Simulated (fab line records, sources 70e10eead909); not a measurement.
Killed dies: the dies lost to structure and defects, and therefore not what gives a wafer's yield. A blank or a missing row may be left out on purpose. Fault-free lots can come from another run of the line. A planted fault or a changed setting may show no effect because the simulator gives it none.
A struck lot beside a sound one ; flow nand harc ; 14 steps out of a route of 1302
Sound: these wafers, L971.2, L971.4, L971.5. Struck: wafers L977.2, L977.3, L977.6. At the end, the cause is stated.
At each step with rows: each side's tool, then ch and its chambers, then its first start. Under that, the readings that differ: sound wafers ; struck wafers ; difference of the means ; sigmas: that difference in standard deviations of wafers without a fault.
alike: readings whose means differ by less than 2 such deviations, and words and numbers that are the same on both sides. not compared: withheld readings, readings that some wafer has no value for, bounds like >300 that may hide the same value, and numbers for which the record gives no deviation and whose values overlap.
Wherever a step has rows on one side only, a row that says differs or no value, or a row with sigmas, the two part there. When numbers do not overlap yet have no deviation, they are printed without sigmas and do not part them. Lack of a reading on every wafer of one side parts them only where that side has two or more wafers.

first, 9 steps without rows for these wafers: NHARC_A_STAIRCASE_DEHYDRATE_242 (time 120 s); NHARC_A_STAIRCASE_HMDS_243 (time 30 s); NHARC_A_STAIRCASE_COAT_244; NHARC_A_STAIRCASE_SOFTBAKE_245 (time 170 s); NHARC_A_STAIRCASE_EBR_246; NHARC_A_STAIRCASE_EXPOSE_247 (exposes mask SDS 1); NHARC_A_STAIRCASE_PEB_248 (peb time 130 s); NHARC_A_STAIRCASE_DEVELOP_249 (time 140 s); NHARC_A_STAIRCASE_HARDBAKE_251 (time 140 s).
NHARC_A_STAIRCASE_DESCUM_252: chemistry O2, time 3 s.
  sound on rie diel-07 ch 0,1, day 21 10:01; struck on rie diel-03 ch 0,1, day 23 04:59
  alike: drypump motor current A, oes product au, rf vpp V, showerhead plenum p Torr, throttle valve pct
  not compared: rf hours counter h
NHARC_A_STAIRCASE_ETCH_253: etches the open film in C4F8/O2, target depth 50 nm, time 20.2 s.
  sound on rie diel-07 ch 0,1,2, day 21 10:07; struck on rie diel-03 ch 0,2,3, day 23 05:08
  alike: oes product au, rf vpp V
  not compared: rf hours counter h
NHARC_A_STAIRCASE_STRIP_254: strips in O2.
  sound on plasma asher-02 ch 0,1, day 21 10:14; struck on plasma asher-01 ch 0,1, day 23 05:21
  no value came back on the struck wafers for drypump motor current A (A), heater power w (W); on the sound wafers drypump motor current A (A) reads 4.7 4.7 6.6
  not compared: rf hours counter h
then, 2 steps without rows for these wafers: NHARC_A_STAIRCASE_STRIP_255 (strips in SPM, time 900 s); NHARC_END_SORT_01.

== WHERE THEY PART ==
At NHARC_A_STAIRCASE_STRIP_254 and nowhere else, as far as this record goes.

WHY: the cause the simulator had injected
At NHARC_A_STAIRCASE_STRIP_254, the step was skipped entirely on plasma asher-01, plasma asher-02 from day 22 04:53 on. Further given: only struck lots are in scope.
